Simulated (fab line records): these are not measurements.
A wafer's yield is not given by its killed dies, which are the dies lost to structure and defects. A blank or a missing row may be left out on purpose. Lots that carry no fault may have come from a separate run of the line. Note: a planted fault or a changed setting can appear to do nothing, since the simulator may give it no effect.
Which tool was responsible? | flow n5-finfet | Sampling: 9 lots, 26 wafers, 4 of 1938 route steps

## WHAT THE GAUGES SHOWED, per wafer
N5_BEOL_M15_OVL_MEAS_29.
lot  | measured     | on         | M15_OVL (nm)
L843 | day 14 06:09 | overlay-02 | 9 10 9
L845 | day 14 16:21 | overlay-02 | -2 0 2
L850 | day 15 19:33 | overlay-02 | 75 66 63
L847 | day 15 23:11 | overlay-02 | 84 72 77
L854 | day 16 12:15 | overlay-01 | 13 7 6
L855 | day 16 20:59 | overlay-01 | 1 -10
L858 | day 18 10:33 | overlay-02 | 18 6 15
L860 | day 18 22:01 | overlay-02 | 13 13 7
L862 | day 20 02:10 | overlay-02 | 4 7 10

## TOOL THAT RAN EACH LOT (tool first, then ch and the chambers of the sampled wafers, then the start)
lot  | N5_BEOL_M15_DESCUM_15              | N5_BEOL_M15_ETCH_59                | N5_BEOL_M15_EXPOSE_25
L843 | rie-diel-02 ch 1,3, day 14 04:37   | rie-diel-02 ch 1,3, day 14 04:39   | krf-scanner-01 ch 0, day 14 05:57
L845 | rie-diel-02 ch 0,2,3, day 14 14:45 | rie-diel-02 ch 0,2,3, day 14 14:47 | krf-scanner-02 ch 0, day 14 16:09
L850 | rie-diel-03 ch 1,3, day 15 17:51   | rie-diel-03 ch 1,3, day 15 17:53   | krf-scanner-02 ch 0, day 15 19:21
L847 | rie-diel-03 ch 0,1,2, day 15 21:44 | rie-diel-03 ch 0,1,2, day 15 21:47 | krf-scanner-02 ch 0, day 15 22:59
L854 | rie-diel-03 ch 0,2,3, day 16 10:48 | rie-diel-03 ch 0,2,3, day 16 10:50 | krf-scanner-01 ch 0, day 16 12:02
L855 | rie-diel-02 ch 0,1, day 16 19:28   | rie-diel-02 ch 0,1, day 16 19:30   | krf-scanner-01 ch 0, day 16 20:47
L858 | rie-diel-03 ch 2,3, day 18 09:01   | rie-diel-03 ch 2,3, day 18 09:03   | krf-scanner-01 ch 0, day 18 10:21
L860 | rie-diel-03 ch 0,1, day 18 20:37   | rie-diel-03 ch 0,1, day 18 20:38   | krf-scanner-01 ch 0, day 18 21:49
L862 | rie-diel-02 ch 0,1,2, day 20 00:40 | rie-diel-02 ch 0,1,2, day 20 00:42 | krf-scanner-01 ch 0, day 20 01:58
- N5_BEOL_M15_DESCUM_15: chemistry O2, time 7.9 s.
- N5_BEOL_M15_ETCH_59: etches BARC in N2/H2, target depth 89 nm, overetch 26.7 nm, time 67.9 s.
- N5_BEOL_M15_EXPOSE_25: exposes mask M15, target cd 400 nm.

## WHAT THE TOOLS THEMSELVES READ (means of the sampled wafers that have a number; where no wafer has one, the mark that the record gives instead)
N5_BEOL_M15_DESCUM_15.
lot  | tool        | drypump-motor-current-A (A) | oes-product-au (a.u.) | rf-fwd-power-W (W) | rf-vpp-V (V) | showerhead-plenum-p-Torr (Torr) | throttle-valve-pct (%)
L843 | rie-diel-02 | 5.6                         | 0.74                  | 49.45              | 242.9        | 2.03                            | 20.37
L845 | rie-diel-02 | 5.6                         | 0.73                  | 49.46              | 241.3        | 2.01                            | 20.44
L850 | rie-diel-03 | 5.9                         | 0.73                  | 49.70              | 243.9        | 2.12                            | 20.76
L847 | rie-diel-03 | 6.0                         | 0.81                  | 49.30              | 243.1        | 2.13                            | 20.50
L854 | rie-diel-03 | 5.4                         | 0.79                  | 49.45              | 243.9        | 2.15                            | 20.54
L855 | rie-diel-02 | 5.5                         | 0.77                  | 49.23              | 243.4        | 2.09                            | 20.31
L858 | rie-diel-03 | 5.1                         | 0.76                  | 49.47              | 243.4        | 2.16                            | 20.66
L860 | rie-diel-03 | 6.1                         | 0.77                  | 49.40              | 243.3        | 2.11                            | 20.57
L862 | rie-diel-02 | 5.5                         | 0.83                  | 49.28              | 243.6        | 2.08                            | 20.36

N5_BEOL_M15_ETCH_59.
lot  | tool        | drypump-motor-current-A (A) | oes-product-au (a.u.) | rf-fwd-power-W (W) | rf-vpp-V (V) | showerhead-plenum-p-Torr (Torr) | throttle-valve-pct (%)
L843 | rie-diel-02 | 5.5                         | 0.63                  | 836                | 523.4        | 2.48                            | 17.89
L845 | rie-diel-02 | 5.6                         | 0.62                  | 834                | 521.2        | 2.45                            | 17.95
L850 | rie-diel-03 | 5.9                         | 0.62                  | 834                | 524.1        | 2.55                            | 18.03
L847 | rie-diel-03 | 6.0                         | 0.70                  | 830                | 524.5        | 2.57                            | 17.83
L854 | rie-diel-03 | 5.4                         | 0.68                  | 834                | 524.7        | 2.60                            | 18.00
L855 | rie-diel-02 | 5.5                         | 0.65                  | 828                | 523.8        | 2.55                            | 17.82
L858 | rie-diel-03 | 5.1                         | 0.65                  | 830                | 525.5        | 2.61                            | 18.08
L860 | rie-diel-03 | 6.2                         | 0.66                  | 829                | 523.1        | 2.57                            | 18.08
L862 | rie-diel-02 | 5.5                         | 0.71                  | 830                | 523.1        | 2.52                            | 17.79

N5_BEOL_M15_EXPOSE_25.
lot  | tool           | exposure-dose-mJ-cm2
L843 | krf-scanner-01 | 35.46
L845 | krf-scanner-02 | 35.48
L850 | krf-scanner-02 | 35.52
L847 | krf-scanner-02 | 35.52
L854 | krf-scanner-01 | 35.42
L855 | krf-scanner-01 | 35.49
L858 | krf-scanner-01 | 35.45
L860 | krf-scanner-01 | 35.48
L862 | krf-scanner-01 | 35.48

## THE ANSWER, worked out from the rows above alone
Rule: the lots themselves supply what counts as usual. Put in order of their means at a reading, lots are off if they are a third of the lots or fewer, leave a main group of 4 or more, and stand apart from it by a gap of 3 or more times the standard deviation of the main group's means; of several such gaps the widest counts. If all means in a main group match to the digits the tables above print for the reading, that group is not used. A lot without any number at a reading at which 4 lots or more have one is off too. Where the step has rows for the other lots, those lots are counted as sound. After the gauges, taken in route order, come the tools' own readings; for these a lot's mean is taken, as printed above. The first step at which some lot is off is used, and at that step the reading that is off furthest; a lot without a number counts as furthest.
Off: L850, L847, at N5_BEOL_M15_OVL_MEAS_29 (M15_OVL). The main group has a mean of 6 nm with a standard deviation of 5.8.
A tool fits if, at a process step before that reading, it ran every lot that is off, and no sound lot after the first of them. The gauges at N5_BEOL_M15_OVL_MEAS_29 are tried like those tools. One fits: N5_BEOL_M15_EXPOSE_25 on krf-scanner-02. Its last sound lot is L845 (day 14 16:09), its first lot that is off L850 (day 15 19:21): a fault that began between those two fits.

## WHAT THE SIMULATOR HAD INSERTED
Scanner matching overlay: krf-scanner-02, from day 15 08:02 on, at N5_BEOL_M15_EXPOSE_25. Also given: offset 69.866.
Lots struck among those shown: L850, L847. The rule above found the same.
